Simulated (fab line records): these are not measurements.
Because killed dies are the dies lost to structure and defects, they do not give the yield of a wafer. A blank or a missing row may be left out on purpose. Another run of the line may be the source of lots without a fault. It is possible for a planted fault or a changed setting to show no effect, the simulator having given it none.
fab line records ; flow n5-finfet ; part 1 of 2: steps 1 to 18 of 25
record lots=5; wafers=15; last-day=17
route steps=1938 shown FIN_SAQP@108
lots untouched by any fault: they come from a run of this same line in which no faults occurred
start-h: hours from the record's opening day to when the first of the lot's shown wafers began ; wait-h: hours elapsed since this lot's preceding step ; " as in the row above ; L1.1+2: a single row standing in for several wafers ; - no value, or no start given ; * or withheld: withheld ; < > ~ a bound
route shown NAME@n: names a module that has steps shown in the file, with the first one's number in the route ; usual: the fault-free wafers' mean and standard deviation ; same: alike in all rows ; chamber/n: place in a boat ; sites: per-site readings ; _std_site: their standard deviation ; _edge_site: outer sites' mean less inner sites' ; radius-mm: how far each site lies from the wafer's centre ; mask NAME#n: copy n ; behind: tool/chamber where the wafer was last shaped ; hold: why the lot was held/for how many hours/how that ended ; device: the transistor (n, p or np) that didn't switch ; end of line: the same wafers' tests at the end of the route ; a step given without rows: its recipe and nothing more ; killed: not the wafer's yield, but the dies lost to structure and defects at the first sort ; map: a wafer's dies, x killed, . not, _ none there
set.NAME: the setting the step ran with; set.NAME@STEP: the setting that earlier step ran with ; model.NAME: the simulator's own value behind a step, which no gauge read
certain route steps with their lots: each step a table, each wafer a row
services: from which hour (start-h, from the record's first day; less than 0 if before it) a tool's chamber was out of use, for how many hours, and why
## steps
# step N5_FIN_SAQP_EXPOSE_13
# recipe mask-id=FIN_CORE; na=1.35; source-shape=dipole; sigma-inner=0.538; sigma-outer=0.738; polarization=te; target-cd-nm=35.6; dose-mj=63.25
# usual focus-offset-nm=0.1/0.53; reticle-temp-C=22.99/0.1
lot.wafer;tool;chamber;start-h;wait-h;mask;focus-offset-nm;reticle-temp-C
L074.3;arfi-scanner-03;0;21.27;-;FIN_CORE#0;-0.6;23.04
L074.4;arfi-scanner-03;0;21.27;-;FIN_CORE#0;-0.2;23.18
L074.5;arfi-scanner-03;0;21.27;-;FIN_CORE#0;0.3;22.95
L077.1;arfi-scanner-02;0;40.02;-;FIN_CORE#0;0.3;23.03
L077.4;arfi-scanner-02;0;40.02;-;FIN_CORE#0;-0.2;23.00
L077.5;arfi-scanner-02;0;40.02;-;FIN_CORE#0;0.1;22.95
L093.1;arfi-scanner-01;0;135.10;-;FIN_CORE#0;-0.5;23.02
L093.2;arfi-scanner-01;0;135.10;-;FIN_CORE#0;-0.4;23.19
L093.6;arfi-scanner-01;0;135.10;-;FIN_CORE#0;0.0;23.09
L094.1;arfi-scanner-01;0;141.25;-;FIN_CORE#0;-0.1;23.08
L094.4;arfi-scanner-01;0;141.25;-;FIN_CORE#0;0.2;23.03
L094.6;arfi-scanner-01;0;141.25;-;FIN_CORE#0;0.2;23.03
L095.1;arfi-scanner-03;0;147.24;-;FIN_CORE#0;0.5;22.89
L095.2;arfi-scanner-03;0;147.24;-;FIN_CORE#0;1.0;23.08
L095.3;arfi-scanner-03;0;147.24;-;FIN_CORE#0;0.4;23.05
# step N5_FIN_SAQP_PEB_14
# recipe peb-temp-c=withheld; peb-time-s=60; resist=CAR-ArF
lot.wafer;tool;chamber;start-h;wait-h
L074.3+4+5;litho-track-01;0;21.32;0.0
L077.1+4+5;litho-track-03;0;40.08;0.1
L093.1+2+6;litho-track-03;0;135.16;0.1
L094.1+4+6;litho-track-04;0;141.31;0.1
L095.1+2+3;litho-track-04;0;147.30;0.1
# step N5_FIN_SAQP_DEVELOP_15
# recipe develop-time-s=30; developer=TMAH; resist=CAR-ArF; dev-temp-c=23; rinse-liquid=diw; dry=air-spin
lot.wafer;tool;chamber;start-h;wait-h
L074.3+4+5;litho-track-01;0;-;-
L077.1+4+5;litho-track-03;0;-;-
L093.1+2+6;litho-track-03;0;-;-
L094.1+4+6;litho-track-04;0;-;-
L095.1+2+3;litho-track-04;0;-;-
# step N5_FIN_SAQP_CD_MEAS_16
# recipe target-cd-nm=35.6; landing-energy-ev=500; detector=se-inlens
# usual cd-nm=35.4/0.33
lot.wafer;tool;chamber;start-h;wait-h;cd-nm
L074.3;cd-sem-02;0;21.39;-;36.0
L074.4;cd-sem-02;0;21.39;-;35.8
L074.5;cd-sem-02;0;21.39;-;35.4
L077.1;cd-sem-03;0;40.15;-;35.0
L077.4;cd-sem-03;0;40.15;-;35.5
L077.5;cd-sem-03;0;40.15;-;35.7
L093.1;cd-sem-02;0;135.22;-;35.6
L093.2;cd-sem-02;0;135.22;-;35.3
L093.6;cd-sem-02;0;135.22;-;35.2
L094.1;cd-sem-03;0;141.38;-;35.4
L094.4;cd-sem-03;0;141.38;-;35.5
L094.6;cd-sem-03;0;141.38;-;35.7
L095.1;cd-sem-01;0;147.36;-;34.8
L095.2;cd-sem-01;0;147.36;-;35.0
L095.3;cd-sem-01;0;147.36;-;34.8
# step N5_FIN_SAQP_OVL_MEAS_17
# recipe points-per-wafer=44
# usual FIN_CORE_OVL=0.1/0.86
lot.wafer;tool;chamber;start-h;wait-h;FIN_CORE_OVL[nm]
L074.3;overlay-02;0;21.43;0.0;-1.3
L074.4;overlay-02;0;21.43;0.0;0.4
L074.5;overlay-02;0;21.43;0.0;0.3
L077.1;overlay-01;0;40.19;0.0;1.0
L077.4;overlay-01;0;40.19;0.0;0.1
L077.5;overlay-01;0;40.19;0.0;1.1
L093.1;overlay-01;0;135.26;0.0;0.5
L093.2;overlay-01;0;135.26;0.0;1.6
L093.6;overlay-01;0;135.26;0.0;-0.8
L094.1;overlay-01;0;141.42;0.0;0.6
L094.4;overlay-01;0;141.42;0.0;-0.4
L094.6;overlay-01;0;141.42;0.0;0.2
L095.1;overlay-02;0;147.40;0.0;-1.1
L095.2;overlay-02;0;147.40;0.0;-1.7
L095.3;overlay-02;0;147.40;0.0;-0.2
# step N5_FIN_SAQP_INSPECT_18
# recipe mode=adi; inspect-instrument=brightfield
# usual raw-defect-count=414/110
lot.wafer;tool;chamber;start-h;wait-h;raw-defect-count
L074.3;defect-inspect-01;-;21.45;0.0;446
L074.4;defect-inspect-01;-;21.45;0.0;371
L074.5;defect-inspect-01;-;21.45;0.0;354
L077.1;defect-inspect-01;-;40.21;0.0;213
L077.4;defect-inspect-01;-;40.21;0.0;365
L077.5;defect-inspect-01;-;40.21;0.0;333
L093.1;defect-inspect-01;-;135.29;0.0;220
L093.2;defect-inspect-01;-;135.29;0.0;332
L093.6;defect-inspect-01;-;135.29;0.0;313
L094.1;defect-inspect-02;-;141.44;0.0;302
L094.4;defect-inspect-02;-;141.44;0.0;329
L094.6;defect-inspect-02;-;141.44;0.0;410
L095.1;defect-inspect-02;-;147.43;0.0;347
L095.2;defect-inspect-02;-;147.43;0.0;554
L095.3;defect-inspect-02;-;147.43;0.0;440
# step N5_FIN_SAQP_DESCUM_21
# recipe chemistry=O2; time-s=7.9; source-power-w=50; bias-power-w=20; pressure-mtorr=20; rf-frequency-hz=2.712e+07; temp-c=40; resist=CAR-ArF; o2-flow-sccm=225
# usual drypump-motor-current-A=5.7/0.42; oes-product-au=0.82/0.099; rf-vpp-V=243.7/1.3; showerhead-plenum-p-Torr=2.13/0.067; throttle-valve-pct=20.36/0.25
lot.wafer;tool;chamber;start-h;wait-h;drypump-motor-current-A;oes-product-au;rf-hours-counter-h;rf-vpp-V;showerhead-plenum-p-Torr;throttle-valve-pct
L074.3;rie-diel-06;0;21.49;0.0;6.1;0.68;248;241.6;1.99;20.28
L074.4;rie-diel-06;1;21.49;0.0;6.1;0.86;45;241.7;2.06;20.42
L074.5;rie-diel-06;2;21.49;0.0;5.1;0.71;-;244.6;2.15;20.29
L077.1;rie-diel-06;3;40.28;0.1;5.8;0.89;41;245.5;2.20;20.02
L077.4;rie-diel-06;3;40.28;0.1;5.8;0.89;-;245.7;2.20;20.00
L077.5;rie-diel-06;2;40.28;0.1;5.1;0.70;-;242.9;2.14;20.32
L093.1;rie-diel-03;1;135.32;0.0;5.6;0.95;5;244.0;2.26;20.38
L093.2;rie-diel-03;0;135.32;0.0;6.1;0.84;83;242.3;2.10;20.60
L093.6;rie-diel-03;0;135.32;0.0;6.1;0.84;-;243.7;2.10;20.60
L094.1;rie-diel-03;3;141.48;0.0;5.6;0.87;41;244.1;2.14;20.30
L094.4;rie-diel-03;2;141.48;0.0;5.5;0.92;24;245.7;2.22;20.55
L094.6;rie-diel-03;2;141.48;0.0;5.5;0.92;-;246.2;2.22;20.54
L095.1;rie-diel-03;1;147.46;0.0;5.6;0.95;8;246.1;2.26;20.38
L095.2;rie-diel-03;0;147.46;0.0;6.2;0.84;86;243.5;2.10;20.63
L095.3;rie-diel-03;2;147.46;0.0;5.5;0.91;26;245.7;2.22;20.53
# step N5_FIN_SAQP_ETCH_51
# recipe chemistry=CF4; target=SiARC; target-depth-a=455; mask-material=CAR-ArF; time-s=75.8; ion-energy-ev=80; pressure-mtorr=40; source-w=545; bias-w=36; Ar_flow_sccm=100; cf4-flow-sccm=100; ends=cleared
# usual drypump-motor-current-A=5.7/0.42; etch-rf-on-time-s=74.9/1.8; oes-product-au=0.70/0.085; rf-vpp-V=184.4/1.1; showerhead-plenum-p-Torr=2.17/0.065; throttle-valve-pct=15.50/0.28
lot.wafer;tool;chamber;start-h;wait-h;drypump-motor-current-A;etch-rf-on-time-s;oes-product-au;rf-hours-counter-h;rf-vpp-V;showerhead-plenum-p-Torr;throttle-valve-pct
L074.3;rie-diel-06;0;21.52;0.0;6.1;76.4;0.58;248;183.1;2.01;15.39
L074.4;rie-diel-06;1;21.52;0.0;6.1;74.6;0.74;45;183.5;2.09;15.45
L074.5;rie-diel-06;2;21.52;0.0;5.1;73.4;0.60;-;184.8;2.18;15.53
L077.1;rie-diel-06;3;40.31;0.0;5.8;69.9;0.78;41;186.0;2.26;15.32
L077.4;rie-diel-06;3;40.31;0.0;5.8;69.8;0.78;-;186.6;2.26;15.31
L077.5;rie-diel-06;2;40.31;0.0;5.1;74.4;0.60;-;185.4;2.18;15.55
L093.1;rie-diel-03;1;135.36;0.0;5.6;73.8;0.82;5;185.4;2.27;15.38
L093.2;rie-diel-03;0;135.36;0.0;6.1;77.5;0.70;83;183.8;2.16;15.81
L093.6;rie-diel-03;0;135.36;0.0;6.2;78.1;0.70;-;184.0;2.16;15.81
L094.1;rie-diel-03;3;141.51;0.0;5.6;75.7;0.73;41;184.2;2.17;15.30
L094.4;rie-diel-03;2;141.51;0.0;5.5;74.2;0.79;24;184.6;2.26;15.66
L094.6;rie-diel-03;2;141.51;0.0;5.5;73.7;0.79;-;184.2;2.26;15.63
L095.1;rie-diel-03;1;147.50;0.0;5.6;73.0;0.82;8;186.8;2.27;15.41
L095.2;rie-diel-03;0;147.50;0.0;6.1;77.6;0.71;86;185.0;2.16;15.81
L095.3;rie-diel-03;2;147.50;0.0;5.5;74.2;0.78;26;185.7;2.26;15.65
# step N5_FIN_SAQP_ETCH_52
# recipe chemistry=N2/H2; target=SOC; target-depth-a=1000; overetch-a=200; mask-material=SiARC; temp-c=40; time-s=150; ion-energy-ev=200; pressure-mtorr=30; source-w=840; bias-w=150; n2-flow-sccm=200; h2-flow-sccm=200; ends=end-point
# usual drypump-motor-current-A=5.7/0.42; oes-product-au=0.73/0.084; rf-vpp-V=525.0/2.4; showerhead-plenum-p-Torr=2.58/0.089; throttle-valve-pct=17.77/0.27
lot.wafer;tool;chamber;start-h;wait-h;drypump-motor-current-A;oes-product-au;rf-hours-counter-h;rf-vpp-V;showerhead-plenum-p-Torr;throttle-valve-pct
L074.3;rie-diel-06;0;21.58;0.0;6.1;0.60;248;519.4;2.41;17.70
L074.4;rie-diel-06;1;21.58;0.0;6.1;0.77;45;521.9;2.46;17.55
L074.5;rie-diel-06;2;21.58;0.0;5.1;0.63;-;526.3;2.62;17.89
L077.1;rie-diel-06;3;40.37;0.0;5.8;0.77;41;527.6;2.69;17.51
L077.4;rie-diel-06;3;40.37;0.0;5.8;0.78;-;529.3;2.69;17.51
L077.5;rie-diel-06;2;40.37;0.0;5.1;0.62;-;525.4;2.61;17.89
L093.1;rie-diel-03;1;135.41;0.0;5.6;0.85;5;528.1;2.70;17.43
L093.2;rie-diel-03;0;135.41;0.0;6.2;0.75;83;525.3;2.57;18.16
L093.6;rie-diel-03;0;135.41;0.0;6.1;0.75;-;524.8;2.57;18.18
L094.1;rie-diel-03;3;141.57;0.0;5.7;0.77;41;525.2;2.59;17.71
L094.4;rie-diel-03;2;141.57;0.0;5.5;0.82;24;526.6;2.72;18.09
L094.6;rie-diel-03;2;141.57;0.0;5.5;0.82;-;526.9;2.72;18.11
L095.1;rie-diel-03;1;147.55;0.0;5.7;0.83;9;529.6;2.70;17.46
L095.2;rie-diel-03;0;147.55;0.0;6.2;0.75;86;525.3;2.57;18.19
L095.3;rie-diel-03;2;147.55;0.0;5.5;0.81;26;529.1;2.72;18.11
# step N5_FIN_SAQP_STRIP_53
# recipe chemistry=N2/H2; temp-c=40; n2-flow-sccm=200; h2-flow-sccm=200; rf-frequency-hz=6e+07
lot.wafer;tool;chamber;start-h;wait-h
L074.3+4+5;rie-diel-06;0,1,2;21.67;0.0
L077.1+4+5;rie-diel-06;3,3,2;40.46;0.0
L093.1+2+6;rie-diel-03;1,0,0;135.51;0.0
L094.1+4+6;rie-diel-03;3,2,2;141.67;0.0
L095.1+2+3;rie-diel-03;1,0,2;147.65;0.0
# step N5_FIN_SAQP_HM_OPEN_73
# recipe chemistry=CHF3/O2; target=SiO2; stop-on=a-Si; target-depth-a=120; over-etch-frac=1.8; mask-material=SOC; time-s=16.8; pressure-mtorr=30; source-w=650; bias-w=170; Ar_flow_sccm=200; CHF3_flow_sccm=50; O2_flow_sccm=5; ion-energy-ev=200; ends=end-point
# usual CHF3_flow_sccm=50.02/0.15; drypump-motor-current-A=5.7/0.42; oes_ar_750_au=0.82/0.093; oes-product-au=0.49/0.056; rf-vpp-V=525/12; showerhead-plenum-p-Torr=2.45/0.075; throttle-valve-pct=18.74/0.27
# same over-etch-frac=1.8
lot.wafer;tool;chamber;start-h;wait-h;CHF3_flow_sccm;drypump-motor-current-A;oes_ar_750_au;oes-product-au;rf-hours-counter-h;rf-vpp-V;showerhead-plenum-p-Torr;throttle-valve-pct
L074.3;rie-diel-06;0;21.68;0.0;50.08;6.1;0.65;0.41;248;529;2.27;18.57
L074.4;rie-diel-06;1;21.68;0.0;49.87;6.1;0.87;0.52;45;522;2.35;18.66
L074.5;rie-diel-06;2;21.68;0.0;49.78;5.1;0.70;0.42;-;526;2.47;18.74
L077.1;rie-diel-06;3;40.47;0.0;49.88;5.8;0.89;0.52;41;526;2.55;18.57
L077.4;rie-diel-06;3;40.47;0.0;49.92;5.8;0.89;0.52;-;526;2.55;18.57
L077.5;rie-diel-06;2;40.47;0.0;50.03;5.1;0.70;0.42;-;525;2.47;18.75
L093.1;rie-diel-03;1;135.52;0.0;49.79;5.6;0.95;0.56;5;509;2.54;18.54
L093.2;rie-diel-03;0;135.52;0.0;49.76;6.1;0.83;0.51;83;517;2.44;19.18
L093.6;rie-diel-03;0;135.52;0.0;49.72;6.1;0.83;0.51;-;517;2.44;19.16
L094.1;rie-diel-03;3;141.68;0.0;50.12;5.7;0.84;0.51;41;550;2.45;18.56
L094.4;rie-diel-03;2;141.68;0.0;49.98;5.5;0.94;0.55;24;511;2.55;18.89
L094.6;rie-diel-03;2;141.68;0.0;49.99;5.5;0.93;0.55;-;510;2.55;18.88
L095.1;rie-diel-03;1;147.66;0.0;50.04;5.7;0.94;0.56;9;510;2.54;18.54
L095.2;rie-diel-03;0;147.66;0.0;49.83;6.1;0.82;0.50;87;518;2.44;19.16
L095.3;rie-diel-03;2;147.66;0.0;49.77;5.5;0.92;0.54;26;510;2.55;18.90
# step N5_FIN_SAQP_STRIP_74
# recipe chemistry=CHF3/O2; resist=SiARC; rf-frequency-hz=6e+07
lot.wafer;tool;chamber;start-h;wait-h
L074.3+4+5;rie-diel-06;0,1,2;21.74;0.0
L077.1+4+5;rie-diel-06;3,3,2;40.53;0.0
L093.1+2+6;rie-diel-03;1,0,0;135.57;0.0
L094.1+4+6;rie-diel-03;3,2,2;141.73;0.0
L095.1+2+3;rie-diel-03;1,0,2;147.71;0.0
# step N5_FIN_SAQP_MANDREL_ETCH_22
# recipe target-depth-a=600; chemistry=HBr/Cl2; target=a-Si; stop-on=SiNx; bt-time-s=10; over-etch-frac=0.5; time-s=30; pressure-mtorr=10; icp-w=800; bias-w=75; HBr_flow_sccm=150; Cl2_flow_sccm=80; ends=end-point
# usual HBr_flow_sccm=150.0/0.47; drypump-motor-current-A=5.95/0.28; oes-product-au=0.771/0.014; throttle-valve-pct=35.35/0.27
# same over-etch-frac=0.5
lot.wafer;tool;chamber;start-h;wait-h;HBr_flow_sccm;drypump-motor-current-A;oes-product-au;rf-hours-counter-h;throttle-valve-pct
L074.3;rie-si-06;0;21.77;0.0;150.9;6.26;0.754;52;34.81
L074.4;rie-si-06;1;21.77;0.0;149.6;5.54;0.765;134;35.56
L074.5;rie-si-06;0;21.77;0.0;150.8;6.25;0.754;-;34.80
L077.1;rie-si-06;2;40.56;0.0;150.5;6.12;0.767;41;35.21
L077.4;rie-si-06;0;40.56;0.0;151.3;6.22;0.745;53;34.81
L077.5;rie-si-06;3;40.56;0.0;150.0;6.03;0.765;-;35.72
L093.1;rie-si-06;0;135.60;0.0;150.0;6.25;0.735;55;34.83
L093.2;rie-si-06;2;135.60;0.0;150.3;6.15;0.773;43;35.23
L093.6;rie-si-06;0;135.60;0.0;148.8;6.25;0.756;-;34.81
L094.1;rie-si-02;1;141.76;0.0;149.9;6.06;0.775;82;35.45
L094.4;rie-si-02;3;141.76;0.0;150.0;5.69;0.783;190;35.47
L094.6;rie-si-02;2;141.76;0.0;149.8;5.79;0.785;-;35.54
L095.1;rie-si-02;2;147.75;0.0;149.7;5.79;0.775;114;35.54
L095.2;rie-si-02;0;147.75;0.0;149.4;6.22;0.772;84;35.29
L095.3;rie-si-02;3;147.75;0.0;149.4;5.73;0.777;190;35.49
# step N5_FIN_SAQP_STRIP_55
# recipe chemistry=N2/H2; power-w=500; temp-c=40; pressure-mtorr=50; rf-frequency-hz=6e+07; overash-fraction=0.3; bias-power-w=28; h2-frac=0.5; n2-flow-sccm=300; h2-flow-sccm=300
# usual drypump-motor-current-A=5.7/0.4; oes-product-au=0.81/0.098; rf-vpp-V=122.0/1.5; showerhead-plenum-p-Torr=3.39/0.11; throttle-valve-pct=19.0/0.4
lot.wafer;tool;chamber;start-h;wait-h;drypump-motor-current-A;oes-product-au;rf-hours-counter-h;rf-vpp-V;showerhead-plenum-p-Torr;throttle-valve-pct
L074.3;rie-diel-06;0;21.87;0.1;6.2;0.67;249;122.5;3.19;18.8
L074.4;rie-diel-06;3;21.87;0.1;5.8;0.91;33;122.1;3.55;18.5
L074.5;rie-diel-06;1;21.87;0.1;6.1;0.86;-;120.9;3.26;18.5
L077.1;rie-diel-06;2;40.69;0.1;5.1;0.70;250;122.4;3.45;19.3
L077.4;rie-diel-06;2;40.69;0.1;5.1;0.70;-;121.8;3.45;19.3
L077.5;rie-diel-06;3;40.69;0.1;5.8;0.90;-;122.4;3.55;18.5
L093.1;rie-diel-06;2;135.70;0.1;5.1;0.91;19;121.7;3.44;18.9
L093.2;rie-diel-06;0;135.70;0.1;6.2;0.87;38;122.7;3.57;18.6
L093.6;rie-diel-06;1;135.70;0.1;6.1;0.80;-;120.1;3.23;18.6
L094.1;rie-diel-02;0;141.86;0.1;6.5;0.98;11;120.7;3.30;19.3
L094.4;rie-diel-02;2;141.86;0.1;5.6;0.68;234;121.1;3.30;19.2
L094.6;rie-diel-02;1;141.86;0.1;5.7;0.68;-;122.5;3.43;19.0
L095.1;rie-diel-03;1;147.84;0.1;5.7;0.94;9;121.5;3.56;18.3
L095.2;rie-diel-03;3;147.84;0.1;5.6;0.86;43;123.3;3.42;19.0
L095.3;rie-diel-03;2;147.84;0.1;5.5;0.90;26;122.6;3.58;19.6
# step N5_FIN_SAQP_STRIP_23
# recipe chemistry=SPM; time-s=750; temp-c=130; h2so4-h2o2-vol-ratio=4
lot.wafer;tool;chamber;start-h;wait-h
L074.3+4+5;wet-bench-03;6,1,7;21.93;-
L077.1+4+5;wet-bench-06;0,5,4;40.75;-
L093.1+2+6;wet-bench-03;5,6,2;135.77;-
L094.1+4+6;wet-bench-01;5,0,4;141.93;-
L095.1+2+3;wet-bench-01;6,4,5;147.91;-
# step N5_FIN_SAQP_SRD_66
# recipe dry=ipa-marangoni; time-s=30; temp-c=23; rinse-liquid=diw
lot.wafer;tool;chamber;start-h;wait-h
L074.3+4+5;wet-bench-03;6,1,7;22.14;0.0
L077.1+4+5;wet-bench-06;0,5,4;40.98;0.0
L093.1+2+6;wet-bench-03;5,6,2;135.98;0.0
L094.1+4+6;wet-bench-01;5,0,4;142.13;0.0
L095.1+2+3;wet-bench-01;6,4,5;148.12;0.0
# step N5_FIN_SAQP_RECESS_75
# recipe chemistry=HF/NH3; target=SiO2; target-depth-a=144; afs-cycles=3; temp-c=30; sublimation-temp-c=180; sublimation-time-s=60
# usual drypump-motor-current-A=5.8/0.57
lot.wafer;tool;chamber;start-h;wait-h;drypump-motor-current-A
L074.3;vapor-etch-01;1;22.31;0.1;6.2
L074.4;vapor-etch-01;0;22.31;0.1;5.0
L074.5;vapor-etch-01;0;22.31;0.1;5.0
L077.1;vapor-etch-01;0;41.03;0.0;5.0
L077.4;vapor-etch-01;0;41.03;0.0;5.0
L077.5;vapor-etch-01;1;41.03;0.0;6.2
L093.1;vapor-etch-01;1;136.02;0.0;6.2
L093.2;vapor-etch-01;0;136.02;0.0;5.0
L093.6;vapor-etch-01;1;136.02;0.0;6.2
L094.1;vapor-etch-01;1;142.18;0.0;6.3
L094.4;vapor-etch-01;0;142.18;0.0;5.0
L094.6;vapor-etch-01;0;142.18;0.0;5.0
L095.1;vapor-etch-02;0;148.17;0.0;6.2
L095.2;vapor-etch-02;1;148.17;0.0;6.2
L095.3;vapor-etch-02;0;148.17;0.0;6.2
# step N5_FIN_SAQP_SPACER1_ALD_24
# recipe material=SiO2; target-thk-a=203; temp-c=300; ald-precursor-family=BDEAS; ald-co-reactant=O2-plasma; pulse-time-s=1; purge-time-s=2; co-reactant-purge-time-s=2; ald-cycles=218; pressure-torr=2
# usual heater-power-w=461/46; precursor-pulse-height-rel=0.999/0.02
lot.wafer;tool;chamber;start-h;wait-h;heater-power-w;precursor-pulse-height-rel
L074.3;ald-sin-03;2;22.57;0.1;389;0.982
L074.4;ald-sin-03;3;22.57;0.1;434;1.010
L074.5;ald-sin-03;0;22.57;0.1;533;0.975
L077.1;ald-sin-03;3;41.41;0.3;438;0.997
L077.4;ald-sin-03;1;41.41;0.3;463;0.998
L077.5;ald-sin-03;1;41.41;0.3;465;0.981
L093.1;ald-sin-03;0;136.41;0.3;523;1.016
L093.2;ald-sin-03;3;136.41;0.3;435;1.017
L093.6;ald-sin-03;2;136.41;0.3;379;0.971
L094.1;ald-sin-03;0;142.98;0.7;531;0.970
L094.4;ald-sin-03;3;142.98;0.7;433;1.024
L094.6;ald-sin-03;3;142.98;0.7;437;0.991
L095.1;ald-sin-04;0;148.79;0.5;460;0.970
L095.2;ald-sin-04;2;148.79;0.5;501;0.985
L095.3;ald-sin-04;1;148.79;0.5;452;1.007
